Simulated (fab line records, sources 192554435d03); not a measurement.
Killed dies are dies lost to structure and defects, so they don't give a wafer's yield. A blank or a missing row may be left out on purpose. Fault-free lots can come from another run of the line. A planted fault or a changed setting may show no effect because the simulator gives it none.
Chamber matching + flow n5Finfet + pecvd-02 running N5_BEOL_M3_DEP_57: 3 sister chambers
The step deposits SiCN from 3MS/NH3, target thk 8 nm, time 14 s. 6 wafers are shown with their chamber, then 7 later ones without.

== WAFERS PAIRED WITH THEIR CHAMBERS ==
| wafer  | chamber | showerheadPlenumPTorr (Torr) | throttleValvePct (%) |
|--------|---------|------------------------------|----------------------|
| L083.5 | 1       | 3.656                        | 9.0                  |
| L086.3 | 1       | 3.654                        | 8.9                  |
| L094.1 | 0       | 3.670                        | 8.8                  |
| L094.4 | 2       | 3.671                        | 8.4                  |
| L093.1 | 2       | 3.670                        | 8.3                  |
| L093.4 | 0       | 3.674                        | 8.8                  |

== WAFERS WITH NO CHAMBER GIVEN ==
| wafer  | showerheadPlenumPTorr (Torr) | throttleValvePct (%) |
|--------|------------------------------|----------------------|
| L093.6 | 3.673                        | 8.2                  |
| L096.3 | 3.669                        | 8.8                  |
| L096.4 | 3.664                        | 9.0                  |
| L096.5 | 3.679                        | 9.0                  |
| L097.2 | 3.674                        | 8.5                  |
| L097.3 | 3.666                        | 9.2                  |
| L097.4 | 3.672                        | 8.4                  |

== WHICH CHAMBER EACH ONE RAN IN ==
| wafer  | from the rows above     | in truth |
|--------|-------------------------|----------|
| L093.6 | 2                       | 2        |
| L096.3 | 0                       | 0        |
| L096.4 | can't be placed: 1 or 0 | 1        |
| L096.5 | 0                       | 0        |
| L097.2 | 2                       | 2        |
| L097.3 | can't be placed: 1 or 0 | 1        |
| L097.4 | 2                       | 2        |
Correct placement for 5 of the 7. Not placeable from these rows: 2 (in 2, the candidates include the true chamber). Number placed wrongly: 0.
How it was worked out, from the rows above alone: a wafer's distance from a chamber is the root of the sum, over the readings, of the square of ((its reading less the chamber's mean) divided by the reading's scatter). The wafer belongs to the nearest chamber; if the next one is less than 2 further off, it can't be placed. A chamber's mean is the mean of its shown wafers. The scatter is the square root of a quotient: the sum, over the shown wafers, of each reading's squared deviation from its chamber's mean, divided by wafers minus chambers.
